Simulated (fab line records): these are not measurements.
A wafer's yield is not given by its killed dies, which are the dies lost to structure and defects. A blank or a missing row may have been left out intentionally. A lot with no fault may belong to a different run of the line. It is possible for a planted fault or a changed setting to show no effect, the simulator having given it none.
Chamber matching -- flow nandHarc -- 4 sister chambers for NHARC_P_M1_STRIP_18 on rieDiel-05
The step strips in N2/H2. 14 wafers are shown with their chamber, then 7 later ones without.

== WAFERS, EACH WITH ITS CHAMBER ==
wafer,chamber,showerheadPlenumPTorr (Torr),drypumpMotorCurrentA (A),oesProductAu (a.u.)
L948.1,1,2.13,5.2,1.001
L948.4,3,2.05,6.2,1.000
L948.5,1,2.12,5.2,0.995
L951.1,1,2.12,5.2,1.013
L951.4,3,2.05,6.2,1.019
L951.6,3,2.05,6.2,1.014
L955.3,2,1.90,5.6,0.987
L955.4,1,2.12,5.2,0.995
L955.6,2,1.90,5.6,0.994
L962.1,0,2.15,5.3,0.994
L962.4,1,2.12,5.1,1.003
L962.6,3,2.05,6.2,1.003
L963.1,3,2.05,6.2,1.002
L963.2,2,1.90,5.6,1.001

SIGNATURES (means of the wafers above)
reading,chamber 0,chamber 1,chamber 2,chamber 3,scatter within a chamber
showerheadPlenumPTorr,2.1500,2.1220,1.9000,2.0500,0.00283
drypumpMotorCurrentA,5.300,5.180,5.600,6.200,0.0283
oesProductAu,0.99400,1.00140,0.99400,1.00760,0.00774
Rule: for a wafer and a chamber, the distance is found by dividing, reading by reading, the gap between the wafer's reading and the chamber's mean by the reading's scatter, squaring, summing and taking the root. The wafer belongs to the nearest chamber; if the next one is less than 2 further off, it can't be placed. The scatter is the square root of a quotient: the sum, over the shown wafers, of each reading's squared deviation from its chamber's mean, divided by wafers minus chambers.

== WAFERS WITHOUT THEIR CHAMBER ==
wafer,showerheadPlenumPTorr (Torr),drypumpMotorCurrentA (A),oesProductAu (a.u.)
L963.4,2.15,5.2,0.985
L966.1,1.90,5.6,0.985
L966.4,2.12,5.2,0.995
L966.5,2.12,5.2,0.998
L969.2,2.05,6.2,1.001
L969.4,1.90,5.6,0.994
L969.6,2.15,5.3,0.996

== WHICH CHAMBER EACH WENT THROUGH ==
wafer,from the rows above,in truth
L963.4,0,0
L966.1,2,2
L966.4,1,1
L966.5,1,1
L969.2,3,3
L969.4,2,2
L969.6,0,0
Correctly placed: 7 of 7. Left unplaced by these rows: 0. 0 placed wrongly.
